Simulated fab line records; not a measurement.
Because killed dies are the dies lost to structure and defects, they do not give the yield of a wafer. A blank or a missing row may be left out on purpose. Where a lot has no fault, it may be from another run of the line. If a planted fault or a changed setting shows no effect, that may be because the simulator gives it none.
Chamber matching -- flow n5 finfet -- N5_BEOL_M0_PRE_CLEAN_131 on cvd co-02: 3 sister chambers
The step time 15 s. 22 wafers are shown with their chamber, then 11 later ones without.

## WAFERS PAIRED WITH THEIR CHAMBERS
wafer,chamber,heater power w (W)
L075.1,2,92
L075.2,1,113
L075.5,0,85
L078.1,0,85
L078.3,2,92
L078.6,2,94
L080.3,2,93
L080.4,2,92
L080.5,1,115
L081.2,2,95
L081.4,2,96
L081.5,0,87
L082.1,2,92
L082.2,0,85
L082.5,2,94
L085.3,0,83
L085.4,0,86
L085.5,2,97
L087.1,0,87
L087.2,2,98
L087.3,1,116
L086.3,1,114

SIGNATURES, as means of the wafers listed above
reading,chamber 0,chamber 1,chamber 2,scatter within a chamber
heater power w,85.43,114.50,94.09,1.83
Rule: a wafer's distance from a chamber is the root of the sum, over the readings, of the square of ((its reading less the chamber's mean) divided by the reading's scatter). If the next closest chamber is less than 2 further off than the closest, the wafer can't be placed; otherwise it belongs to the closest. The scatter: the root of (the sum of the squares of (reading less its chamber's mean) over the shown wafers, divided by (wafers less chambers)).

## WAFERS MISSING THEIR CHAMBER
wafer,heater power w (W)
L086.4,93
L086.6,89
L090.3,116
L090.4,95
L090.6,113
L096.1,86
L096.3,113
L096.5,94
L097.1,87
L097.2,97
L097.3,114

## WHICH CHAMBER EACH WENT THROUGH
wafer,from the rows above,in truth
L086.4,2,2
L086.6,can't be placed: 0 or 2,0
L090.3,1,1
L090.4,2,2
L090.6,1,1
L096.1,0,0
L096.3,1,1
L096.5,2,2
L097.1,0,0
L097.2,2,2
L097.3,1,1
10 of 11 placed correctly. Can't be placed from these rows: 1 (the true chamber is among the candidates in 1). Number placed wrongly: 0.
